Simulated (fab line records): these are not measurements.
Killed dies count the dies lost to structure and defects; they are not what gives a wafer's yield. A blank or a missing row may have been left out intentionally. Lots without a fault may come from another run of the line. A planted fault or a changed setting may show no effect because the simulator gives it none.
Which tool is to blame? :: flow nand_harc :: Sampling: 24 lots, 72 wafers, 4 of 1159 route steps

## WHAT THE GAUGES READ, wafer by wafer
NHARC_A_CONTACT_CD_MEAS_80.
lot: L074
measured: day 16 16:28
on: cd_sem-01
cd_nm (nm): 188.7 189.1 189.5

lot: L077
measured: day 17 02:37
on: cd_sem-01
cd_nm (nm): 189.6 189.9 189.1

lot: L075
measured: day 17 04:37
on: cd_sem-02
cd_nm (nm): 189.7 189.6 189.6

lot: L076
measured: day 17 09:34
on: cd_sem-01
cd_nm (nm): 189.4 189.8 189.5

lot: L078
measured: day 17 12:32
on: cd_sem-03
cd_nm (nm): 188.8 189.2 189.6

lot: L080
measured: day 18 05:48
on: cd_sem-03
cd_nm (nm): 189.3 189.6 189.5

lot: L079
measured: day 18 07:46
on: cd_sem-01
cd_nm (nm): 189.5 190.3 190.6

lot: L081
measured: day 18 20:09
on: cd_sem-03
cd_nm (nm): 189.5 190.6 189.5

lot: L083
measured: day 18 22:17
on: cd_sem-03
cd_nm (nm): 189.1 188.0 188.1

lot: L084
measured: day 19 07:23
on: cd_sem-02
cd_nm (nm): 189.5 188.7 188.9

lot: L082
measured: day 19 08:38
on: cd_sem-01
cd_nm (nm): 188.6 189.5 189.4

lot: L087
measured: day 19 21:38
on: cd_sem-01
cd_nm (nm): 188.7 188.7 189.0

lot: L085
measured: day 19 23:44
on: cd_sem-01
cd_nm (nm): 189.8 189.5 189.1

lot: L089
measured: day 20 03:14
on: cd_sem-02
cd_nm (nm): 189.7 189.5 189.9

lot: L086
measured: day 20 06:44
on: cd_sem-01
cd_nm (nm): 189.8 189.9 190.0

lot: L090
measured: day 20 18:01
on: cd_sem-02
cd_nm (nm): 190.3 190.3 189.7

lot: L088
measured: day 20 19:49
on: cd_sem-01
cd_nm (nm): 189.7 189.2 189.5

lot: L091
measured: day 21 07:44
on: cd_sem-02
cd_nm (nm): 189.8 188.8 189.0

lot: L092
measured: day 21 09:47
on: cd_sem-02
cd_nm (nm): 191.2 190.0 190.4

lot: L094
measured: day 21 23:30
on: cd_sem-02
cd_nm (nm): 189.9 189.5 189.1

lot: L093
measured: day 22 03:06
on: cd_sem-03
cd_nm (nm): 189.0 189.7 188.9

lot: L095
measured: day 22 05:02
on: cd_sem-02
cd_nm (nm): 189.3 189.4 189.7

lot: L096
measured: day 23 00:57
on: cd_sem-03
cd_nm (nm): 190.1 189.9 189.5

lot: L097
measured: day 23 15:20
on: cd_sem-03
cd_nm (nm): 188.8 188.2 189.3

## WHICH TOOL RAN EACH LOT (tool, then ch and the chambers of the sampled wafers, then the start)
lot: L074
NHARC_A_CONTACT_DESCUM_47: rie_diel-12 ch 0,1,2, day 16 04:56
NHARC_A_CONTACT_DEP_57: acl_dep-01 ch 0, day 16 11:06
NHARC_A_CONTACT_ETCH_124: har_cap_etch-01 ch 0,1, day 16 14:25

lot: L077
NHARC_A_CONTACT_DESCUM_47: rie_diel-01 ch 1,2, day 16 16:34
NHARC_A_CONTACT_DEP_57: acl_dep-03 ch 0, day 16 20:47
NHARC_A_CONTACT_ETCH_124: har_cap_etch-03 ch 0,1, day 17 00:29

lot: L075
NHARC_A_CONTACT_DESCUM_47: rie_diel-01 ch 1,2, day 16 18:10
NHARC_A_CONTACT_DEP_57: acl_dep-01 ch 0, day 16 23:17
NHARC_A_CONTACT_ETCH_124: har_cap_etch-02 ch 0,1, day 17 02:33

lot: L076
NHARC_A_CONTACT_DESCUM_47: rie_diel-02 ch 0,1,3, day 16 20:22
NHARC_A_CONTACT_DEP_57: acl_dep-01 ch 0, day 17 03:32
NHARC_A_CONTACT_ETCH_124: har_cap_etch-02 ch 0,1, day 17 07:26

lot: L078
NHARC_A_CONTACT_DESCUM_47: rie_diel-02 ch 1,2,3, day 17 01:33
NHARC_A_CONTACT_DEP_57: acl_dep-01 ch 0, day 17 05:59
NHARC_A_CONTACT_ETCH_124: har_cap_etch-03 ch 0,1, day 17 09:59

lot: L080
NHARC_A_CONTACT_DESCUM_47: rie_diel-01 ch 0,1,2, day 17 18:44
NHARC_A_CONTACT_DEP_57: acl_dep-02 ch 0, day 18 00:05
NHARC_A_CONTACT_ETCH_124: har_cap_etch-01 ch 1, day 18 03:41

lot: L079
NHARC_A_CONTACT_DESCUM_47: rie_diel-01 ch 1,2,3, day 17 20:56
NHARC_A_CONTACT_DEP_57: acl_dep-01 ch 0, day 18 02:17
NHARC_A_CONTACT_ETCH_124: har_cap_etch-03 ch 0,1, day 18 05:41

lot: L081
NHARC_A_CONTACT_DESCUM_47: rie_diel-02 ch 0,3, day 18 09:23
NHARC_A_CONTACT_DEP_57: acl_dep-03 ch 0, day 18 15:02
NHARC_A_CONTACT_ETCH_124: har_cap_etch-02 ch 0,1, day 18 18:07

lot: L083
NHARC_A_CONTACT_DESCUM_47: rie_diel-02 ch 0,1,3, day 18 11:31
NHARC_A_CONTACT_DEP_57: acl_dep-02 ch 0, day 18 16:07
NHARC_A_CONTACT_ETCH_124: har_cap_etch-03 ch 0,1, day 18 19:37

lot: L084
NHARC_A_CONTACT_DESCUM_47: rie_diel-01 ch 1,2,3, day 18 20:49
NHARC_A_CONTACT_DEP_57: acl_dep-03 ch 0, day 19 01:25
NHARC_A_CONTACT_ETCH_124: har_cap_etch-02 ch 1, day 19 05:16

lot: L082
NHARC_A_CONTACT_DESCUM_47: rie_diel-02 ch 1,2, day 18 21:06
NHARC_A_CONTACT_DEP_57: acl_dep-01 ch 0, day 19 02:25
NHARC_A_CONTACT_ETCH_124: har_cap_etch-01 ch 0,1, day 19 06:35

lot: L087
NHARC_A_CONTACT_DESCUM_47: rie_diel-02 ch 0,3, day 19 11:14
NHARC_A_CONTACT_DEP_57: acl_dep-03 ch 0, day 19 16:03
NHARC_A_CONTACT_ETCH_124: har_cap_etch-01 ch 1, day 19 19:25

lot: L085
NHARC_A_CONTACT_DESCUM_47: rie_diel-01 ch 0,2,3, day 19 12:57
NHARC_A_CONTACT_DEP_57: acl_dep-02 ch 0, day 19 18:03
NHARC_A_CONTACT_ETCH_124: har_cap_etch-03 ch 0,1, day 19 21:32

lot: L089
NHARC_A_CONTACT_DESCUM_47: rie_diel-02 ch 2,3, day 19 16:41
NHARC_A_CONTACT_DEP_57: acl_dep-01 ch 0, day 19 21:31
NHARC_A_CONTACT_ETCH_124: har_cap_etch-01 ch 0,1, day 20 01:05

lot: L086
NHARC_A_CONTACT_DESCUM_47: rie_diel-02 ch 0,2, day 19 18:34
NHARC_A_CONTACT_DEP_57: acl_dep-02 ch 0, day 20 00:29
NHARC_A_CONTACT_ETCH_124: har_cap_etch-03 ch 0,1, day 20 04:06

lot: L090
NHARC_A_CONTACT_DESCUM_47: rie_diel-12 ch 0,1, day 20 07:29
NHARC_A_CONTACT_DEP_57: acl_dep-03 ch 0, day 20 12:01
NHARC_A_CONTACT_ETCH_124: har_cap_etch-02 ch 0,1, day 20 15:54

lot: L088
NHARC_A_CONTACT_DESCUM_47: rie_diel-01 ch 0,1,2, day 20 08:52
NHARC_A_CONTACT_DEP_57: acl_dep-01 ch 0, day 20 13:45
NHARC_A_CONTACT_ETCH_124: har_cap_etch-03 ch 0,1, day 20 17:40

lot: L091
NHARC_A_CONTACT_DESCUM_47: rie_diel-02 ch 0,1,2, day 20 18:34
NHARC_A_CONTACT_DEP_57: acl_dep-03 ch 0, day 21 02:09
NHARC_A_CONTACT_ETCH_124: har_cap_etch-02 ch 0, day 21 05:36

lot: L092
NHARC_A_CONTACT_DESCUM_47: rie_diel-01 ch 0,1,2, day 20 18:42
NHARC_A_CONTACT_DEP_57: acl_dep-02 ch 0, day 21 03:19
NHARC_A_CONTACT_ETCH_124: har_cap_etch-03 ch 0,1, day 21 07:39

lot: L094
NHARC_A_CONTACT_DESCUM_47: rie_diel-01 ch 0,1,3, day 21 11:38
NHARC_A_CONTACT_DEP_57: acl_dep-01 ch 0, day 21 16:40
NHARC_A_CONTACT_ETCH_124: har_cap_etch-03 ch 0,1, day 21 21:23

lot: L093
NHARC_A_CONTACT_DESCUM_47: rie_diel-02 ch 0,1,3, day 21 13:50
NHARC_A_CONTACT_DEP_57: acl_dep-03 ch 0, day 21 20:45
NHARC_A_CONTACT_ETCH_124: har_cap_etch-02 ch 0,1, day 22 00:42

lot: L095
NHARC_A_CONTACT_DESCUM_47: rie_diel-02 ch 1,2,3, day 21 18:08
NHARC_A_CONTACT_DEP_57: acl_dep-01 ch 0, day 21 23:25
NHARC_A_CONTACT_ETCH_124: har_cap_etch-01 ch 0,1, day 22 02:57

lot: L096
NHARC_A_CONTACT_DESCUM_47: rie_diel-01 ch 0,1,3, day 22 13:38
NHARC_A_CONTACT_DEP_57: acl_dep-02 ch 0, day 22 18:22
NHARC_A_CONTACT_ETCH_124: har_cap_etch-03 ch 0,1, day 22 22:50

lot: L097
NHARC_A_CONTACT_DESCUM_47: rie_diel-01 ch 2,3, day 23 01:59
NHARC_A_CONTACT_DEP_57: acl_dep-01 ch 0, day 23 09:44
NHARC_A_CONTACT_ETCH_124: har_cap_etch-03 ch 0,1, day 23 13:14
- NHARC_A_CONTACT_DESCUM_47: chemistry O2, time 3 s.
- NHARC_A_CONTACT_DEP_57: deposits aC, target thk 2800 nm.
- NHARC_A_CONTACT_ETCH_124: etches the open film in C4F8/O2/Ar, time 140 s, target depth 700 nm.

## WHAT THE TOOLS THEMSELVES READ (means of the sampled wafers that have a number; where no wafer has one, the mark that the record gives instead)
NHARC_A_CONTACT_DESCUM_47.
lot: L074
tool: rie_diel-12
drypump_motor_current_A (A): 5.9
oes_product_au (a.u.): 0.997
rf_vpp_V (V): 57.3
showerhead_plenum_p_Torr (Torr): 1.88
throttle_valve_pct (%): 11.310

lot: L077
tool: rie_diel-01
drypump_motor_current_A (A): 5.3
oes_product_au (a.u.): 1.002
rf_vpp_V (V): 58.2
showerhead_plenum_p_Torr (Torr): 1.95
throttle_valve_pct (%): 11.319

lot: L075
tool: rie_diel-01
drypump_motor_current_A (A): 5.2
oes_product_au (a.u.): 1.007
rf_vpp_V (V): 57.7
showerhead_plenum_p_Torr (Torr): 1.90
throttle_valve_pct (%): 11.312

lot: L076
tool: rie_diel-02
drypump_motor_current_A (A): 6.5
oes_product_au (a.u.): 0.997
rf_vpp_V (V): 57.6
showerhead_plenum_p_Torr (Torr): 1.90
throttle_valve_pct (%): 11.310

lot: L078
tool: rie_diel-02
drypump_motor_current_A (A): 6.1
oes_product_au (a.u.): 0.997
rf_vpp_V (V): 57.7
showerhead_plenum_p_Torr (Torr): 1.97
throttle_valve_pct (%): 11.314

lot: L080
tool: rie_diel-01
drypump_motor_current_A (A): 5.4
oes_product_au (a.u.): 1.005
rf_vpp_V (V): 57.9
showerhead_plenum_p_Torr (Torr): 1.91
throttle_valve_pct (%): 11.312

lot: L079
tool: rie_diel-01
drypump_motor_current_A (A): 5.6
oes_product_au (a.u.): 1.000
rf_vpp_V (V): 57.0
showerhead_plenum_p_Torr (Torr): 1.90
throttle_valve_pct (%): 11.319

lot: L081
tool: rie_diel-02
drypump_motor_current_A (A): 6.3
oes_product_au (a.u.): 0.982
rf_vpp_V (V): 57.6
showerhead_plenum_p_Torr (Torr): 1.94
throttle_valve_pct (%): 11.307

lot: L083
tool: rie_diel-02
drypump_motor_current_A (A): 6.5
oes_product_au (a.u.): 1.002
rf_vpp_V (V): 58.3
showerhead_plenum_p_Torr (Torr): 1.90
throttle_valve_pct (%): 11.313

lot: L084
tool: rie_diel-01
drypump_motor_current_A (A): 5.6
oes_product_au (a.u.): 0.999
rf_vpp_V (V): 58.6
showerhead_plenum_p_Torr (Torr): 1.90
throttle_valve_pct (%): 11.315

lot: L082
tool: rie_diel-02
drypump_motor_current_A (A): 6.3
oes_product_au (a.u.): 1.006
rf_vpp_V (V): 57.7
showerhead_plenum_p_Torr (Torr): 1.93
throttle_valve_pct (%): 11.309

lot: L087
tool: rie_diel-02
drypump_motor_current_A (A): 6.4
oes_product_au (a.u.): 0.985
rf_vpp_V (V): 57.0
showerhead_plenum_p_Torr (Torr): 1.89
throttle_valve_pct (%): 11.310

lot: L085
tool: rie_diel-01
drypump_motor_current_A (A): 5.7
oes_product_au (a.u.): 1.001
rf_vpp_V (V): 57.8
showerhead_plenum_p_Torr (Torr): 1.86
throttle_valve_pct (%): 11.315

lot: L089
tool: rie_diel-02
drypump_motor_current_A (A): 5.9
oes_product_au (a.u.): 0.993
rf_vpp_V (V): 57.5
showerhead_plenum_p_Torr (Torr): 2.00
throttle_valve_pct (%): 11.305

lot: L086
tool: rie_diel-02
drypump_motor_current_A (A): 6.2
oes_product_au (a.u.): 1.000
rf_vpp_V (V): 58.8
showerhead_plenum_p_Torr (Torr): 1.92
throttle_valve_pct (%): 11.300

lot: L090
tool: rie_diel-12
drypump_motor_current_A (A): 6.3
oes_product_au (a.u.): 1.012
rf_vpp_V (V): 57.7
showerhead_plenum_p_Torr (Torr): 1.89
throttle_valve_pct (%): 11.313

lot: L088
tool: rie_diel-01
drypump_motor_current_A (A): 5.3
oes_product_au (a.u.): 1.006
rf_vpp_V (V): 57.7
showerhead_plenum_p_Torr (Torr): 1.91
throttle_valve_pct (%): 11.312

lot: L091
tool: rie_diel-02
drypump_motor_current_A (A): 6.2
oes_product_au (a.u.): 0.993
rf_vpp_V (V): 57.5
showerhead_plenum_p_Torr (Torr): 1.92
throttle_valve_pct (%): 11.318

lot: L092
tool: rie_diel-01
drypump_motor_current_A (A): 5.4
oes_product_au (a.u.): 1.008
rf_vpp_V (V): 57.3
showerhead_plenum_p_Torr (Torr): 1.91
throttle_valve_pct (%): 11.305

lot: L094
tool: rie_diel-01
drypump_motor_current_A (A): 5.7
oes_product_au (a.u.): 1.005
rf_vpp_V (V): 58.5
showerhead_plenum_p_Torr (Torr): 1.91
throttle_valve_pct (%): 11.310

lot: L093
tool: rie_diel-02
drypump_motor_current_A (A): 6.5
oes_product_au (a.u.): 0.990
rf_vpp_V (V): 57.8
showerhead_plenum_p_Torr (Torr): 1.89
throttle_valve_pct (%): 11.307

lot: L095
tool: rie_diel-02
drypump_motor_current_A (A): 6.1
oes_product_au (a.u.): 1.004
rf_vpp_V (V): 57.4
showerhead_plenum_p_Torr (Torr): 1.96
throttle_valve_pct (%): 11.306

lot: L096
tool: rie_diel-01
drypump_motor_current_A (A): 5.8
oes_product_au (a.u.): 1.001
rf_vpp_V (V): 57.7
showerhead_plenum_p_Torr (Torr): 1.91
throttle_valve_pct (%): 11.322

lot: L097
tool: rie_diel-01
drypump_motor_current_A (A): 5.5
oes_product_au (a.u.): 1.012
rf_vpp_V (V): 57.6
showerhead_plenum_p_Torr (Torr): 1.84
throttle_valve_pct (%): 11.308

NHARC_A_CONTACT_DEP_57.
lot: L074
tool: acl_dep-01
throttle_valve_pct (%): 35.004

lot: L077
tool: acl_dep-03
throttle_valve_pct (%): 34.997

lot: L075
tool: acl_dep-01
throttle_valve_pct (%): 35.007

lot: L076
tool: acl_dep-01
throttle_valve_pct (%): 34.995

lot: L078
tool: acl_dep-01
throttle_valve_pct (%): 35.004

lot: L080
tool: acl_dep-02
throttle_valve_pct (%): 34.996

lot: L079
tool: acl_dep-01
throttle_valve_pct (%): 34.998

lot: L081
tool: acl_dep-03
throttle_valve_pct (%): 34.990

lot: L083
tool: acl_dep-02
throttle_valve_pct (%): 34.999

lot: L084
tool: acl_dep-03
throttle_valve_pct (%): 35.001

lot: L082
tool: acl_dep-01
throttle_valve_pct (%): 35.002

lot: L087
tool: acl_dep-03
throttle_valve_pct (%): 35.000

lot: L085
tool: acl_dep-02
throttle_valve_pct (%): 34.998

lot: L089
tool: acl_dep-01
throttle_valve_pct (%): 35.000

lot: L086
tool: acl_dep-02
throttle_valve_pct (%): 35.001

lot: L090
tool: acl_dep-03
throttle_valve_pct (%): 34.999

lot: L088
tool: acl_dep-01
throttle_valve_pct (%): 34.999

lot: L091
tool: acl_dep-03
throttle_valve_pct (%): 35.006

lot: L092
tool: acl_dep-02
throttle_valve_pct (%): 34.995

lot: L094
tool: acl_dep-01
throttle_valve_pct (%): 34.993

lot: L093
tool: acl_dep-03
throttle_valve_pct (%): 34.998

lot: L095
tool: acl_dep-01
throttle_valve_pct (%): 34.999

lot: L096
tool: acl_dep-02
throttle_valve_pct (%): 35.004

lot: L097
tool: acl_dep-01
throttle_valve_pct (%): 35.003

## THE ANSWER, worked out from the rows above alone
Rule: usual is defined by the lots themselves. Put in order of their means at a reading, lots are off if they are a third of the lots or fewer, leave a main group of 4 or more, and stand apart from it by a gap of 3 or more times the standard deviation of the main group's means; of several such gaps the widest counts. A main group whose means are all the same, to the digits that the tables above print for the reading, isn't used. A lot without any number at a reading at which 4 lots or more have one is off too. Any other lot the step has rows for is counted as sound. The gauges are gone through in route order, then the tools' own readings, and for those a lot's mean is taken as printed above. At the first step where some lot is off, the reading lying furthest off is the one used; lots without a number count as furthest.
No lot is off on any of the readings shown, so nothing can be concluded from this.

## WHAT THE SIMULATOR HAD PUT IN
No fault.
